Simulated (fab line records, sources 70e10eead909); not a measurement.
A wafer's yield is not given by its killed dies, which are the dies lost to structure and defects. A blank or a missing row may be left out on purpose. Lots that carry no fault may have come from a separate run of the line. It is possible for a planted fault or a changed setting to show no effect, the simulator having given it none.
fab line records	flow nand-harc
[record] lots = 12	wafers = 36	last-day = 33
route steps=1302 shown A_STAIRCASE@809 END@1302
lots that met no fault: taken from a fault-free run of the same line
start-h: start of the lot's first displayed wafer, in hours after the record's first day	wait-h: hours elapsed since this lot's preceding step	" same as the row above	L1.1+2: one row covering several wafers at once	- no value present, or no start provided	* or withheld: withheld	< > ~ a bound
route shown NAME@n: NAME is a module with steps in the file, n the number in the route of the first one	usual: mean and standard deviation over wafers with no fault	same: alike in all rows	chamber/n: place in a boat	sites: per-site readings	_std_site: their standard deviation	_edge_site: mean of outer sites minus mean of inner sites	radius-mm: for every site, how far away it sits from the centre of the wafer	mask NAME#n: copy n	behind: the most recent tool/chamber to have shaped the wafer	hold: what put the lot on hold/how long, in hours/how the hold closed	device: names the non-switching transistor (n, p or np)	end of line: tests of these same wafers at the route's end	a step without rows: its recipe alone	killed: at the first sort, the dies lost to defects and structure; wafer yield is something else	map: a wafer's dies, x killed, . not, _ none there
set.NAME: the setting that was run; set.NAME@STEP: the one run at that earlier step	model.NAME: the simulator's own value behind a step, which no gauge read
one table for each step of the route and one row for each wafer, over a sample of lots
services: a tool's chamber out of use, with start hour (start-h, from the record's first day; less than 0 if before it), hours out, and reason
[[steps]]
[step NHARC_A_STAIRCASE_HM_OPEN_460]
[recipe] o2-flow-sccm = 400	cos-flow-sccm = 20	ar-flow-sccm = 0	rf-w = 500	bias-w = 300	chemistry = O2/COS
[usual] drypump-motor-current-A = 6.0/0.47	oes-product-au = 1.002/0.007	rf-vpp-V = 468/3.1	showerhead-plenum-p-Torr = 3.14/0.14	throttle-valve-pct = 28.329/0.0088
lot.wafer	tool	chamber	start-h	wait-h	drypump-motor-current-A	oes-product-au	rf-hours-counter-h	rf-vpp-V	showerhead-plenum-p-Torr	throttle-valve-pct
L719.1	rie-diel-12	0	-	-	6.2	1.001	33	466	3.03	28.322
L719.5	"	0	"	"	6.2	0.998	-	466	3.03	28.337
L719.6	"	1	"	"	6.3	1.008	-	461	2.89	28.322
L722.2	rie-diel-12	2	-	-	6.3	1.004	51	468	3.09	28.311
L722.1	"	0	"	"	6.2	1.000	39	465	3.03	28.328
L722.6	"	3	"	"	5.9	1.002	-	472	3.35	28.327
L721.3	rie-diel-12	2	-	-	6.3	1.014	53	465	3.09	28.326
L721.1	"	0	"	"	6.2	0.999	40	466	3.03	28.337
L721.5	"	3	"	"	5.9	1.007	-	472	3.35	28.327
L724.3	rie-diel-03	3	-	-	6.2	1.002	46	468	3.10	28.320
L724.6	"	3	"	"	6.2	1.001	-	467	3.10	28.323
L724.5	"	0	"	"	6.0	1.002	-	466	3.12	28.309
L731.2	rie-diel-12	3	-	-	5.9	1.009	13	472	3.33	28.326
L731.4	"	0	"	"	6.2	0.998	13	465	3.01	28.321
L731.5	"	1	"	"	6.2	1.012	-	473	3.36	28.323
L732.2	rie-diel-13	0	-	-	6.0	1.006	39	467	3.13	28.314
L732.6	"	3	"	"	6.6	0.994	-	465	2.98	28.329
L732.5	"	0	"	"	6.0	0.994	-	467	3.13	28.332
L736.2	rie-diel-03	2	-	-	5.0	0.995	16	465	3.04	28.333
L736.3	"	1	"	"	5.2	1.007	26	472	3.33	28.336
L736.5	"	3	"	"	6.2	1.008	-	466	3.08	28.327
L734.4	rie-diel-03	0	-	-	6.0	1.005	24	467	3.10	28.324
L734.6	"	0	"	"	6.0	1.005	-	466	3.10	28.329
L734.5	"	1	"	"	5.2	0.991	-	472	3.33	28.340
L737.3	rie-diel-03	0	-	-	6.0	1.007	26	466	3.10	28.308
L737.5	"	1	"	"	5.2	1.001	-	472	3.33	28.335
L737.6	"	2	"	"	5.0	1.002	-	465	3.04	28.338
L738.1	rie-diel-12	3	-	-	5.9	1.003	44	471	3.31	28.339
L738.5	"	3	"	"	5.9	1.000	-	470	3.31	28.332
L738.6	"	0	"	"	6.2	0.991	-	465	3.00	28.338
L739.2	rie-diel-12	2	-	-	6.3	1.003	53	466	3.05	28.336
L739.4	"	3	"	"	5.9	0.999	51	471	3.31	28.334
L739.6	"	1	"	"	6.3	1.009	-	472	3.35	28.325
L742.2	rie-diel-13	2	-	-	6.0	0.997	24	466	3.11	28.352
L742.3	"	3	"	"	6.7	0.992	25	464	2.96	28.332
L742.5	"	2	"	"	6.0	1.005	-	467	3.11	28.346
[step NHARC_A_STAIRCASE_ETCH_294]
[recipe] target-depth-a = 49890	time-s = 1211.6	ion-energy-ev = 800	c4f8-flow-sccm = 80	o2-flow-sccm = 60	ar-flow-sccm = withheld	rf-w = 600	bias-w = 3000	chemistry = C4F8/O2/Ar
[usual] oes-product-au = 0.934/0.01	rf-vpp-V = 1828/12
lot.wafer	tool	chamber	start-h	wait-h	oes-product-au	rf-hours-counter-h	rf-vpp-V
L719.1	rie-diel-12	2	-	-	0.930	46	1824
L719.5	"	0	"	"	0.920	-	1819
L719.6	"	1	"	"	0.924	-	1807
L722.2	rie-diel-12	2	-	-	0.937	51	1826
L722.1	"	0	"	"	0.943	39	1818
L722.6	"	2	"	"	0.930	-	1825
L721.1	rie-diel-12	3	-	-	0.930	49	1845
L721.3	"	1	"	"	0.944	49	1807
L721.5	"	0	"	"	0.931	-	1820
L724.3	rie-diel-03	0	-	-	0.930	49	1825
L724.5	"	0	"	"	0.919	-	1827
L724.6	"	1	"	"	0.935	-	1845
L731.2	rie-diel-12	1	-	-	0.927	15	1846
L731.4	"	0	"	"	0.939	13	1818
L731.5	"	2	"	"	0.939	-	1823
L732.2	rie-diel-13	1	-	-	0.939	38	1808
L732.5	"	1	"	"	0.931	-	1809
L732.6	"	2	"	"	0.919	-	1828
L736.3	rie-diel-03	2	-	-	0.940	16	1820
L736.2	"	3	"	"	0.937	30	1823
L736.5	"	0	"	"	0.961	-	1826
L734.4	rie-diel-03	3	-	-	0.943	31	1822
L734.6	"	2	"	"	0.956	-	1820
L734.5	"	3	"	"	0.943	-	1823
L737.3	rie-diel-03	3	-	-	0.943	34	1823
L737.6	"	3	"	"	0.935	-	1823
L737.5	"	0	"	"	0.940	-	1824
L738.1	rie-diel-12	0	-	-	0.942	39	1816
L738.5	"	1	"	"	0.951	-	1844
L738.6	"	2	"	"	0.946	-	1820
L739.4	rie-diel-12	1	-	-	0.937	50	1845
L739.2	"	2	"	"	0.939	54	1821
L739.6	"	1	"	"	0.926	-	1845
L742.2	rie-diel-13	0	-	-	0.934	28	1826
L742.3	"	1	"	"	0.928	23	1846
L742.5	"	3	"	"	0.918	-	1815
[step NHARC_A_STAIRCASE_EXPOSE_307]
[recipe] na = 0.5	dose-mj = 45.72	mask-id = CHOP_50
[usual] exposure-dose-mJ-cm2 = 45.70/0.053
lot.wafer	tool	chamber	start-h	wait-h	mask	exposure-dose-mJ-cm2
L719.1	krf-scanner-01	0	388.39	-	CHOP_50#0	45.73
L719.5	"	0	"	"	CHOP_50#0	45.78
L719.6	"	0	"	"	CHOP_50#0	45.73
L722.1	krf-scanner-02	0	409.26	-	CHOP_50#0	45.73
L722.2	"	0	"	"	CHOP_50#0	45.74
L722.6	"	0	"	"	CHOP_50#0	45.69
L721.1	krf-scanner-03	0	413.42	-	CHOP_50#0	45.74
L721.3	"	0	"	"	CHOP_50#0	45.71
L721.5	"	0	"	"	CHOP_50#0	45.65
L724.3	krf-scanner-01	0	449.64	-	CHOP_50#0	45.71
L724.5	"	0	"	"	CHOP_50#0	45.64
L724.6	"	0	"	"	CHOP_50#0	45.66
L731.2	krf-scanner-01	0	503.60	-	CHOP_50#0	53.56
L731.4	"	0	"	"	CHOP_50#0	53.49
L731.5	"	0	"	"	CHOP_50#0	53.56
L732.2	krf-scanner-01	0	519.65	-	CHOP_50#0	51.86
L732.5	"	0	"	"	CHOP_50#0	51.88
L732.6	"	0	"	"	CHOP_50#0	51.88
L736.2	krf-scanner-02	0	541.11	-	CHOP_50#0	45.72
L736.3	"	0	"	"	CHOP_50#0	45.66
L736.5	"	0	"	"	CHOP_50#0	45.70
L734.4	krf-scanner-02	0	547.78	-	CHOP_50#0	45.77
L734.5	"	0	"	"	CHOP_50#0	45.81
L734.6	"	0	"	"	CHOP_50#0	45.70
L737.3	krf-scanner-02	0	557.02	-	CHOP_50#0	45.78
L737.5	"	0	"	"	CHOP_50#0	45.78
L737.6	"	0	"	"	CHOP_50#0	45.78
L738.1	krf-scanner-02	0	580.31	-	CHOP_50#0	45.77
L738.5	"	0	"	"	CHOP_50#0	45.81
L738.6	"	0	"	"	CHOP_50#0	45.79
L739.2	krf-scanner-02	0	590.95	-	CHOP_50#0	45.60
L739.4	"	0	"	"	CHOP_50#0	45.69
L739.6	"	0	"	"	CHOP_50#0	45.68
L742.2	krf-scanner-03	0	606.87	-	CHOP_50#0	45.64
L742.3	"	0	"	"	CHOP_50#0	45.73
L742.5	"	0	"	"	CHOP_50#0	45.61
[step NHARC_A_STAIRCASE_ETCH_313]
[recipe] cf4-flow-sccm = 100	chf3-flow-sccm = 30	ar-flow-sccm = 0	rf-w = 500	bias-w = 200	chemistry = CF4/CHF3
[usual] drypump-motor-current-A = 5.9/0.5	oes-product-au = 0.927/0.012	rf-vpp-V = 370.6/2.4	showerhead-plenum-p-Torr = 1.57/0.066	throttle-valve-pct = 16.801/0.0088
lot.wafer	tool	chamber	start-h	wait-h	drypump-motor-current-A	oes-product-au	rf-hours-counter-h	rf-vpp-V	showerhead-plenum-p-Torr	throttle-valve-pct
L719.1	rie-diel-13	3	388.90	0.1	6.6	0.917	9	370.1	1.51	16.797
L719.5	"	2	"	"	6.0	0.913	-	370.2	1.58	16.791
L719.6	"	3	"	"	6.6	0.912	-	367.0	1.51	16.792
L722.2	rie-diel-03	0	409.72	0.1	6.0	0.918	34	371.1	1.58	16.807
L722.1	"	2	"	"	5.0	0.922	34	368.7	1.54	16.797
L722.6	"	0	"	"	6.0	0.923	-	369.9	1.58	16.806
L721.3	rie-diel-13	2	413.91	0.1	6.0	0.922	25	369.4	1.58	16.806
L721.1	"	3	"	"	6.6	0.914	21	369.3	1.51	16.814
L721.5	"	1	"	"	6.4	0.963	-	366.1	1.47	16.812
L724.3	rie-diel-13	2	450.13	0.1	6.0	0.924	37	371.5	1.58	16.791
L724.6	"	3	"	"	6.6	0.914	-	368.1	1.51	16.789
L724.5	"	2	"	"	6.0	0.932	-	370.9	1.58	16.804
L731.4	rie-diel-13	1	504.11	0.1	6.4	0.929	35	366.7	1.46	16.791
L731.2	"	0	"	"	6.0	0.917	37	370.4	1.58	16.804
L731.5	"	2	"	"	6.0	0.910	-	370.0	1.57	16.806
L732.2	rie-diel-03	3	520.17	0.1	6.1	0.933	22	369.3	1.55	16.795
L732.6	"	3	"	"	6.2	0.919	-	369.4	1.55	16.811
L732.5	"	0	"	"	6.0	0.921	-	370.9	1.57	16.815
L736.2	rie-diel-03	3	541.65	0.1	6.1	0.922	31	369.4	1.55	16.805
L736.3	"	0	"	"	6.0	0.942	24	368.8	1.56	16.796
L736.5	"	1	"	"	5.2	0.922	-	374.0	1.68	16.805
L734.4	rie-diel-03	3	548.29	0.1	6.1	0.930	33	369.0	1.55	16.805
L734.5	"	2	"	"	5.0	0.921	-	370.1	1.53	16.815
L734.6	"	3	"	"	6.1	0.930	-	370.9	1.55	16.798
L737.3	rie-diel-03	0	557.50	0.1	6.0	0.924	28	369.9	1.56	16.804
L737.5	"	1	"	"	5.2	0.917	-	375.0	1.68	16.806
L737.6	"	2	"	"	5.0	0.927	-	369.2	1.53	16.804
L738.1	rie-diel-03	2	580.84	0.1	5.0	0.906	30	370.0	1.53	16.811
L738.5	"	1	"	"	5.2	0.926	-	373.2	1.68	16.803
L738.6	"	2	"	"	5.0	0.927	-	369.2	1.53	16.800
L739.2	rie-diel-12	0	591.40	0.1	6.2	0.931	46	369.3	1.51	16.809
L739.4	"	2	"	"	6.3	0.931	55	369.3	1.54	16.809
L739.6	"	0	"	"	6.2	0.928	-	369.2	1.51	16.803
L742.2	rie-diel-03	2	607.32	0.1	5.0	0.929	38	368.0	1.53	16.795
L742.3	"	0	"	"	6.0	0.917	40	370.4	1.56	16.784
L742.5	"	3	"	"	6.1	0.924	-	369.1	1.55	16.807
[step NHARC_END_SORT_01]
[recipe] temp-c = 25
[usual] killed-at-array = 51/17	killed-at-other = 1.6/2.1	killed-at-periphery = 4/3.2	killed-dies = 57/18	killed-open = 2.9/1.7	killed-short = 2.3/1.3
[same] gross-dies = 677
lot.wafer	tool	chamber	start-h	wait-h	killed-at-array	killed-at-other	killed-at-periphery	killed-dies	killed-open	killed-short
L719.1	prober-01	0	567.55	2.5	63	2	2	67	3	5
L719.5	prober-01	0	570.82	3.8	58	0	1	59	1	1
L719.6	prober-01	0	571.64	4.1	61	0	0	61	1	3
L722.1	prober-01	0	583.50	2.5	43	1	6	50	6	1
L722.2	prober-01	0	584.29	2.8	48	5	3	56	3	0
L722.6	prober-01	0	587.47	4.0	44	7	3	54	3	2
L721.1	prober-01	0	591.28	2.5	50	5	2	57	6	3
L721.3	prober-01	0	592.85	3.1	50	0	4	54	4	2
L721.5	prober-01	0	594.43	3.7	41	1	2	44	2	0
L724.3	prober-01	0	628.78	3.1	67	0	4	71	1	2
L724.5	prober-01	0	630.36	3.7	70	0	3	73	3	5
L724.6	prober-01	0	631.15	4.0	96	1	5	102	7	2
L731.2	prober-02	0	684.34	2.8	61	1	3	65	6	3
L731.4	prober-02	0	685.92	3.4	59	2	2	63	3	2
L731.5	prober-02	0	686.71	3.7	75	3	3	81	4	1
L732.2	prober-02	0	698.39	2.8	71	0	12	83	3	0
L732.5	prober-02	0	700.84	3.8	67	0	10	77	1	1
L732.6	prober-02	0	701.65	4.1	77	0	10	87	1	2
L736.2	prober-02	0	706.74	2.8	54	0	0	54	3	2
L736.3	prober-02	0	707.54	3.1	49	0	3	52	4	1
L736.5	prober-02	0	709.14	3.7	39	0	1	40	3	1
L734.4	prober-01	0	727.29	3.4	52	1	1	54	2	2
L734.5	prober-01	0	728.10	3.7	56	0	8	64	7	2
L734.6	prober-01	0	728.91	4.0	53	0	1	54	3	1
L737.3	prober-02	0	732.85	3.1	47	0	3	50	2	4
L737.5	prober-02	0	734.43	3.6	53	1	0	54	3	5
L737.6	prober-02	0	735.21	3.9	46	0	4	50	4	3
L738.1	prober-01	0	762.47	2.5	54	6	3	63	2	2
L738.5	prober-01	0	765.67	3.7	50	5	2	57	1	3
L738.6	prober-01	0	766.48	4.0	49	6	5	60	3	1
L739.2	prober-02	0	773.33	2.8	53	10	2	65	6	4
L739.6	prober-02	0	776.53	4.0	42	8	2	52	4	1
L742.2	prober-01	0	780.99	2.8	36	2	5	43	1	3
L742.3	prober-01	0	781.81	3.1	57	2	5	64	3	2
L742.5	prober-01	0	783.43	3.7	61	1	2	64	1	2
// killed by level:class
L719.1 A_CHANNEL_HOLE_D1:chamber-film-flake=25 A_SLIT:chamber-film-flake=11 A_CHANNEL_HOLE_D2:chamber-film-flake=8 A_CONTACT:chamber-film-flake=7 A_ZERO_WELL:chamber-film-flake=3 A_CONTACT:unspecified=3 P_M0:geometric-particle:open=1 P_M1:geometric-particle:short=1
L719.5 A_CHANNEL_HOLE_D1:chamber-film-flake=24 A_SLIT:chamber-film-flake=18 A_CHANNEL_HOLE_D2:chamber-film-flake=7 A_CONTACT:chamber-film-flake=6 P_STI:geometric-particle:open=1 A_CHANNEL_FILL_D2:geometric-particle:short=1 A_ZERO_WELL:chamber-film-flake=1 A_STAIRCASE:chamber-film-flake=1
L719.6 A_CHANNEL_HOLE_D1:chamber-film-flake=24 A_SLIT:chamber-film-flake=20 A_CHANNEL_HOLE_D2:chamber-film-flake=3 A_CONTACT:chamber-film-flake=3 A_ZERO_WELL:chamber-film-flake=2 A_CHANNEL_FILL_D1:chamber-film-flake=2 A_DECK1_JOINT:chamber-film-flake=2 A_ONON_D2:geometric-particle:short=1
L722.1 A_CHANNEL_HOLE_D2:chamber-film-flake=28 A_CHANNEL_HOLE_D1:chamber-film-flake=3 A_CONTACT:chamber-film-flake=3 P_ZERO_WELL:chamber-film-flake=2 A_STAIRCASE:chamber-film-flake=2 A_BONDPAD:chamber-film-flake=2 P_CONTACT:geometric-particle:open=1 P_M0:geometric-particle:open=1
L722.2 A_CHANNEL_HOLE_D2:chamber-film-flake=35 THIN_TSV:chamber-film-flake=5 A_WL_FILL:chamber-film-flake=5 A_CHANNEL_HOLE_D1:chamber-film-flake=4 P_GATE:chamber-film-flake=2 P_GATE:geometric-particle:open=1 A_CHANNEL_FILL_D1:geometric-particle:open=1 A_STAIRCASE:geometric-particle:open=1
L722.6 A_CHANNEL_HOLE_D2:chamber-film-flake=31 THIN_TSV:chamber-film-flake=7 A_DECK1_JOINT:chamber-film-flake=2 A_WL_FILL:chamber-film-flake=2 A_DECK1_JOINT:geometric-particle:open=1 A_DECK1_JOINT:geometric-particle:short=1 A_WL_FILL:geometric-particle:open=1 A_WL_FILL:geometric-particle:short=1
L721.1 A_CHANNEL_HOLE_D1:chamber-film-flake=32 A_CHANNEL_HOLE_D2:chamber-film-flake=6 THIN_TSV:chamber-film-flake=5 A_SOURCE_PLATE:geometric-particle:open=2 P_CONTACT:geometric-particle:open=1 P_M2:geometric-particle:open=1 A_SOURCE_PLATE:geometric-particle:short=1 A_CHANNEL_HOLE_D1:geometric-particle:short=1
L721.3 A_CHANNEL_HOLE_D1:chamber-film-flake=30 A_CHANNEL_HOLE_D2:chamber-film-flake=9 A_STAIRCASE:chamber-film-flake=5 A_CHANNEL_FILL_D1:geometric-particle:short=2 P_M2:chamber-film-flake=2 P_CONTACT:geometric-particle:open=1 P_M0:geometric-particle:open=1 A_CHANNEL_FILL_D2:geometric-particle:open=1
L721.5 A_CHANNEL_HOLE_D1:chamber-film-flake=22 A_CHANNEL_HOLE_D2:chamber-film-flake=9 A_STAIRCASE:chamber-film-flake=3 A_CONTACT:chamber-film-flake=2 P_M2:geometric-particle:open=1 A_SGD_CUT:geometric-particle:open=1 P_GATE:chamber-film-flake=1 A_CHANNEL_FILL_D1:chamber-film-flake=1
L724.3 A_SLIT:chamber-film-flake=24 A_CHANNEL_HOLE_D2:chamber-film-flake=18 A_CHANNEL_HOLE_D1:chamber-film-flake=18 P_GATE:chamber-film-flake=3 A_CONTACT:chamber-film-flake=2 A_CHANNEL_FILL_D2:geometric-particle:short=1 A_WL_FILL:geometric-particle:short=1 A_CONTACT:geometric-particle:open=1
L724.5 A_SLIT:chamber-film-flake=22 A_CHANNEL_HOLE_D1:chamber-film-flake=17 A_CHANNEL_HOLE_D2:chamber-film-flake=15 A_CONTACT:chamber-film-flake=7 A_ONON_D1:geometric-particle:short=2 A_ZERO_WELL:chamber-film-flake=2 P_STI:geometric-particle:short=1 P_GATE:geometric-particle:open=1
L724.6 A_CHANNEL_HOLE_D1:chamber-film-flake=33 A_CHANNEL_HOLE_D2:chamber-film-flake=31 A_SLIT:chamber-film-flake=15 A_STAIRCASE:chamber-film-flake=4 A_ONON_D2:geometric-particle:open=2 A_ZERO_WELL:chamber-film-flake=2 A_CONTACT:chamber-film-flake=2 P_GATE:geometric-particle:open=1
L731.2 A_CHANNEL_HOLE_D1:chamber-film-flake=20 A_SLIT:chamber-film-flake=19 A_STAIRCASE:chamber-film-flake=10 A_CONTACT:chamber-film-flake=3 A_ONON_D1:geometric-particle:open=2 P_CONTACT:geometric-particle:open=1 P_M0:geometric-particle:open=1 A_DECK1_JOINT:geometric-particle:short=1
L731.4 A_CHANNEL_HOLE_D1:chamber-film-flake=22 A_SLIT:chamber-film-flake=18 A_CONTACT:chamber-film-flake=6 A_STAIRCASE:chamber-film-flake=5 A_ONON_D2:geometric-particle:short=2 A_WL_FILL:chamber-film-flake=2 THIN_TSV:chamber-film-flake=2 P_M0:geometric-particle:open=1
L731.5 A_CHANNEL_HOLE_D1:chamber-film-flake=30 A_SLIT:chamber-film-flake=23 A_STAIRCASE:chamber-film-flake=7 A_WL_FILL:chamber-film-flake=6 A_CONTACT:chamber-film-flake=3 THIN_TSV:chamber-film-flake=3 A_DECK1_JOINT:chamber-film-flake=2 P_GATE:geometric-particle:open=1
L732.2 A_CHANNEL_HOLE_D1:chamber-film-flake=24 A_SLIT:chamber-film-flake=19 A_CONTACT:chamber-film-flake=11 P_M0:chamber-film-flake=8 A_WL_FILL:chamber-film-flake=4 A_CHANNEL_HOLE_D2:chamber-film-flake=3 A_M0:chamber-film-flake=3 P_STI:chamber-film-flake=2
L732.5 A_CHANNEL_HOLE_D1:chamber-film-flake=27 A_SLIT:chamber-film-flake=18 A_CHANNEL_HOLE_D2:chamber-film-flake=13 A_CONTACT:chamber-film-flake=6 P_M0:chamber-film-flake=5 P_STI:chamber-film-flake=2 P_GATE:chamber-film-flake=2 A_WL_FILL:geometric-particle:short=1
L732.6 A_CHANNEL_HOLE_D1:chamber-film-flake=29 A_SLIT:chamber-film-flake=21 A_CHANNEL_HOLE_D2:chamber-film-flake=12 A_CONTACT:chamber-film-flake=10 P_M0:chamber-film-flake=4 A_WL_FILL:chamber-film-flake=3 P_ZERO_WELL:chamber-film-flake=2 P_CONTACT:geometric-particle:short=1
L736.2 A_SLIT:chamber-film-flake=25 A_CHANNEL_HOLE_D2:chamber-film-flake=17 A_CHANNEL_HOLE_D1:chamber-film-flake=4 A_CONTACT:chamber-film-flake=2 A_SOURCE_PLATE:geometric-particle:open=1 A_ONON_D1:geometric-particle:short=1 A_CHANNEL_FILL_D1:geometric-particle:open=1 A_CHANNEL_FILL_D2:geometric-particle:short=1
L736.3 A_SLIT:chamber-film-flake=19 A_CHANNEL_HOLE_D2:chamber-film-flake=9 A_CHANNEL_HOLE_D1:chamber-film-flake=8 A_CHANNEL_FILL_D1:chamber-film-flake=3 A_CONTACT:chamber-film-flake=3 P_GATE:chamber-film-flake=2 A_STAIRCASE:chamber-film-flake=2 P_GATE:geometric-particle:open=1
L736.5 A_SLIT:chamber-film-flake=24 A_CHANNEL_HOLE_D2:chamber-film-flake=5 A_CHANNEL_FILL_D1:chamber-film-flake=5 P_M0:geometric-particle:open=1 A_ONON_D1:geometric-particle:short=1 A_CHANNEL_FILL_D1:geometric-particle:open=1 A_BLC:geometric-particle:open=1 A_CHANNEL_HOLE_D1:chamber-film-flake=1
L734.4 A_SLIT:chamber-film-flake=21 A_CHANNEL_HOLE_D2:chamber-film-flake=10 A_CHANNEL_HOLE_D1:chamber-film-flake=8 A_STAIRCASE:chamber-film-flake=4 A_M0:geometric-particle:open=2 A_CHANNEL_FILL_D1:chamber-film-flake=2 A_CONTACT:chamber-film-flake=2 A_ONON_D2:geometric-particle:short=1
L734.5 A_SLIT:chamber-film-flake=23 A_CHANNEL_HOLE_D2:chamber-film-flake=9 A_CONTACT:chamber-film-flake=8 A_CHANNEL_HOLE_D1:chamber-film-flake=4 A_ONON_D2:geometric-particle:open=3 P_M0:chamber-film-flake=3 A_STAIRCASE:chamber-film-flake=3 P_ZERO_WELL:chamber-film-flake=2
L734.6 A_SLIT:chamber-film-flake=25 A_CONTACT:chamber-film-flake=7 A_CHANNEL_HOLE_D1:chamber-film-flake=5 A_CHANNEL_HOLE_D2:chamber-film-flake=5 A_CHANNEL_FILL_D1:chamber-film-flake=3 A_CHANNEL_FILL_D2:geometric-particle:open=2 A_STAIRCASE:chamber-film-flake=2 A_ONON_D2:geometric-particle:short=1
L737.3 A_SLIT:chamber-film-flake=21 A_CHANNEL_HOLE_D1:chamber-film-flake=12 A_DECK1_JOINT:chamber-film-flake=4 A_CHANNEL_FILL_D1:chamber-film-flake=2 A_WL_FILL:chamber-film-flake=2 A_CONTACT:chamber-film-flake=2 P_CONTACT:geometric-particle:open=1 P_M2:geometric-particle:short=1
L737.5 A_SLIT:chamber-film-flake=25 A_CHANNEL_HOLE_D1:chamber-film-flake=13 A_CONTACT:chamber-film-flake=3 A_CHANNEL_FILL_D1:chamber-film-flake=3 A_SOURCE_PLATE:geometric-particle:open=1 A_DECK1_JOINT:geometric-particle:open=1 A_DECK1_JOINT:geometric-particle:short=1 A_CHANNEL_FILL_D2:geometric-particle:short=1
L737.6 A_SLIT:chamber-film-flake=25 A_CHANNEL_HOLE_D1:chamber-film-flake=11 A_CONTACT:chamber-film-flake=2 P_GATE:geometric-particle:open=1 P_CONTACT:geometric-particle:open=1 A_CHANNEL_HOLE_D1:geometric-particle:short=1 A_DECK1_JOINT:geometric-particle:open=1 A_CHANNEL_HOLE_D2:geometric-particle:short=1
L738.1 A_SLIT:chamber-film-flake=22 A_CHANNEL_HOLE_D2:chamber-film-flake=16 A_CHANNEL_HOLE_D1:chamber-film-flake=6 THIN_TSV:chamber-film-flake=5 A_CONTACT:chamber-film-flake=4 P_ZERO_WELL:chamber-film-flake=2 A_CHANNEL_FILL_D2:chamber-film-flake=2 A_CHANNEL_FILL_D1:geometric-particle:short=1
L738.5 A_SLIT:chamber-film-flake=19 A_CHANNEL_HOLE_D2:chamber-film-flake=10 A_CHANNEL_HOLE_D1:chamber-film-flake=9 THIN_TSV:chamber-film-flake=5 A_CHANNEL_HOLE_D2:geometric-particle:short=2 A_CHANNEL_FILL_D1:chamber-film-flake=2 A_STAIRCASE:chamber-film-flake=2 A_CONTACT:chamber-film-flake=2
L738.6 A_CHANNEL_HOLE_D2:chamber-film-flake=16 A_CHANNEL_HOLE_D1:chamber-film-flake=14 A_SLIT:chamber-film-flake=12 THIN_TSV:chamber-film-flake=6 P_M0:geometric-particle:open=2 P_ZERO_WELL:chamber-film-flake=2 A_CONTACT:chamber-film-flake=2 P_CONTACT:geometric-particle:open=1
L739.2 A_CHANNEL_HOLE_D2:chamber-film-flake=17 A_SLIT:chamber-film-flake=12 A_CHANNEL_HOLE_D1:chamber-film-flake=11 THIN_TSV:chamber-film-flake=9 A_CONTACT:chamber-film-flake=3 A_STAIRCASE:chamber-film-flake=2 P_CONTACT:geometric-particle:open=1 P_M0:geometric-particle:open=1
L739.6 A_SLIT:chamber-film-flake=15 A_CHANNEL_HOLE_D2:chamber-film-flake=8 A_CONTACT:chamber-film-flake=8 THIN_TSV:chamber-film-flake=8 A_CHANNEL_HOLE_D1:chamber-film-flake=6 P_M0:geometric-particle:open=1 P_M2:geometric-particle:open=1 A_DECK1_JOINT:geometric-particle:open=1
L742.2 A_SLIT:chamber-film-flake=18 A_CHANNEL_HOLE_D2:chamber-film-flake=9 A_CONTACT:chamber-film-flake=3 P_ZERO_WELL:chamber-film-flake=2 A_ZERO_WELL:chamber-film-flake=2 THIN_TSV:chamber-film-flake=2 P_CONTACT:geometric-particle:short=1 A_SOURCE_PLATE:geometric-particle:short=1
L742.3 A_SLIT:chamber-film-flake=26 A_CHANNEL_HOLE_D2:chamber-film-flake=18 A_ZERO_WELL:chamber-film-flake=4 A_CONTACT:chamber-film-flake=3 P_STI:chamber-film-flake=2 THIN_TSV:chamber-film-flake=2 P_STI:geometric-particle:open=1 A_CHANNEL_FILL_D1:geometric-particle:short=1
L742.5 A_SLIT:chamber-film-flake=28 A_CHANNEL_HOLE_D2:chamber-film-flake=22 A_CONTACT:chamber-film-flake=5 A_CHANNEL_HOLE_D1:chamber-film-flake=2 A_CHANNEL_FILL_D1:geometric-particle:open=1 A_CHANNEL_FILL_D1:geometric-particle:short=1 A_ONON_D2:geometric-particle:short=1 P_STI:chamber-film-flake=1
[[services]]
tool	chamber	start-h	hours	kind
rie-diel-13	1	358.12	7.6	repair
rie-diel-13	3	361.39	11.8	repair
rie-diel-03	0	363.88	-	clean
rie-diel-13	1	377.44	22.5	repair
rie-diel-13	0	393.35	49.3	repair
krf-scanner-03	-	396.00	4.0	pm
krf-scanner-02	-	438.00	4.0	pm
rie-diel-13	1	441.15	3.3	repair
krf-scanner-01	-	443.16	4.0	pm
rie-diel-12	-	446.18	9.0	pm
rie-diel-13	1	448.55	5.9	repair
rie-diel-03	-	458.33	9.0	pm
krf-scanner-03	-	485.43	0.3	repair
rie-diel-12	-	488.80	1.9	repair
rie-diel-12	2	505.50	4.2	repair
rie-diel-13	-	519.08	9.0	pm
rie-diel-03	1	519.91	10.9	repair
krf-scanner-01	-	550.52	0.5	repair
rie-diel-03	3	561.84	2.6	repair
krf-scanner-01	-	565.43	0.9	repair
krf-scanner-03	-	568.00	4.0	pm
krf-scanner-03	-	585.54	0.2	repair
krf-scanner-01	-	591.25	0.3	repair
krf-scanner-01	-	594.49	3.2	repair
[[key]]
[first-sign] step = NHARC_A_STAIRCASE_EXPOSE_307	reading = exposure-dose-mJ-cm2	direction = up	sigmas = 99+	usual = 45.70	struck = 52.70
effect none on later readings
met-at NHARC_A_STAIRCASE_EXPOSE_307
struck-lots L731,L732
tester-left-out L731,L732
[loop-trim] step = NHARC_A_STAIRCASE_EXPOSE_307	setting = dose	lots = L732
not-acting-at NHARC_A_STAIRCASE_HM_OPEN_460,NHARC_A_STAIRCASE_ETCH_294,NHARC_A_STAIRCASE_ETCH_313
onset-between 449.64 503.60
[fault] kind = process-parameter-drift	tool = krf-scanner-01	chamber = -	onset-h = 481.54	steps = NHARC_A_STAIRCASE_EXPOSE_307	channel = dose-mj	offset = 7.8281	shape = step	acts-in = these-recipes-only	stated = 45.72
// tester-left-out: of these lots the tester's yield and bins aren't shown, on N5 and GAA mostly nor the transistor test; their killed dies are dies lost to structure and defects alone, not to doping, threshold or leakage, so they don't give the yield
// loop-trim: a control loop set the setting to another value than it would have without faults
